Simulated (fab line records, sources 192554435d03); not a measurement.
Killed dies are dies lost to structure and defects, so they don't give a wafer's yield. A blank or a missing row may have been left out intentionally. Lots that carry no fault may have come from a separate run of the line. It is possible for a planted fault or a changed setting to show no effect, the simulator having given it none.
A struck lot beside a sound one	flow n5-finfet	37 steps out of a route of 1938
Sound: the wafers L329.3, L329.5, L329.6. Wafers struck: L334.3, L334.5, L334.6. Last of all comes the cause.
Order at every step that has rows: each side's tool, ch and its chambers, its first start. Under that, the readings that differ: sound wafers	struck wafers	difference of the means	sigmas: that difference in standard deviations of wafers without a fault.
alike: same words and numbers on both sides, and readings whose means sit less than 2 such deviations apart. not compared: any withheld reading, any reading some wafer has no value for, any bound like >300 that may hide the same value, and any number with overlapping values for which the record gives no deviation.
Wherever a step has rows on one side only, a row that says differs or no value, or a row with sigmas, the two part there. Numbers that have no deviation but don't overlap get no sigmas and don't part them. A reading missing from all wafers of one side parts the sides only when that side holds two or more wafers.

first, 11 steps without rows for these wafers: N5_BEOL_M6_ETCH_66 (etches SOC in N2/H2, target depth 80 nm, overetch 16 nm, time 120 s); N5_BEOL_M6_STRIP_69 (strips in N2/H2); N5_BEOL_M6_STRIP_73 (strips in N2/H2); N5_BEOL_M6_VIA_ETCH_34 (etches SiCOH lowk in C4F6/O2, target depth 126.3 nm, time 50.9 s); N5_BEOL_M6_STRIP_76 (strips in C4F6/O2); N5_BEOL_M6_STRIP_36 (strips in N2/H2); N5_BEOL_M6_TRENCH_ETCH_37 (etches SiCOH lowk in C4F6/O2, target depth 94.435 nm, time 31.5 s); N5_BEOL_M6_ETCH_41 (etches SiCN in CH3F/O2, target depth 29.7 nm, time 52 s); N5_BEOL_M6_STRIP_80 (strips in N2/H2, time 10 s); N5_BEOL_M6_HM_STRIP_39 (strips TiN in peroxide tin strip, target depth 25 nm, time 158 s); N5_BEOL_M6_SRD_40 (time 30 s).
N5_BEOL_M6_PRECLEAN_42: cleans in residue remover, time 60 s.
  sound on wet-bench-03 ch 3,5,6, day 13 06:33; struck on wet-bench-03 ch 1,2,5, day 14 11:08
then, 24 steps without rows for these wafers: N5_BEOL_M6_SRD_43 (time 30 s); N5_BEOL_M6_CURE_75 (cures SiCOH lowk, time 120 s); N5_BEOL_M6_DEGAS_44 (time 60 s); N5_BEOL_M6_PRE_CLEAN_45 (time 30 s); N5_BEOL_M6_ALD_77 (deposits TaN, target thk 2 nm, pulse time 2 s, purge time 3 s); N5_BEOL_M6_SURFACE_TREAT_79; N5_BEOL_M6_CVD_78 (deposits Co from CCTBA/H2, target thk 2 nm, time 142.3 s); N5_BEOL_M6_SPUTTER_48 (material Cu, target thk 10 nm, time 1.667 s); N5_BEOL_M6_ECD_50 (material Cu, target thk 300 nm); N5_BEOL_M6_ANNEAL_51 (time 90 s); N5_BEOL_M6_CMP_52 (polishes, stops on SiCOH lowk, t overpolish 6.9 s, target thk 80 nm); N5_BEOL_M6_PRE_CLEAN_55 (time 15 s); N5_BEOL_M6_DEP_56 (deposits SiCN from 3MS/NH3, target thk 10 nm, time 17.5 s); N5_BEOL_M7_ILD_DEP_00 (deposits SiCOH lowk from DEMS/porogen, target thk 179.75 nm, time 33.4 s); N5_BEOL_M7_CURE_74 (cures SiCOH lowk, time 240 s); N5_BEOL_M7_PECVD_70 (deposits SiO2 from TEOS/O2, target thk 20 nm, time 22.7 s); N5_BEOL_M7_HM_DEP_02 (deposits TiN, target thk 20 nm); N5_BEOL_M7_COAT_59 (time 60 s, resist thk 100 nm); N5_BEOL_M7_COAT_60 (time 60 s, resist thk 35 nm); N5_BEOL_M7_COAT_05 (resist thk 90 nm); N5_BEOL_M7_EBR_07; N5_BEOL_M7_SOFTBAKE_06 (time 60 s); N5_BEOL_M7_EXPOSE_08 (exposes mask M7); N5_BEOL_M7_PEB_09 (peb time 60 s).
-- record jumps: 4 days separate the struck wafers' starts on either side; left off in module BEOL_M7, taken up again in module PASSIVATION, whose first shown step is the route's number 1936 --
N5_PASSIVATION_PROBE_49:
  only the struck wafers here have rows in the record (prober-02, day 18 06:11); the sound ones have none

WHERE THEY PART
N5_PASSIVATION_PROBE_49 only, going by this record.

WHY: whatever the simulator had introduced
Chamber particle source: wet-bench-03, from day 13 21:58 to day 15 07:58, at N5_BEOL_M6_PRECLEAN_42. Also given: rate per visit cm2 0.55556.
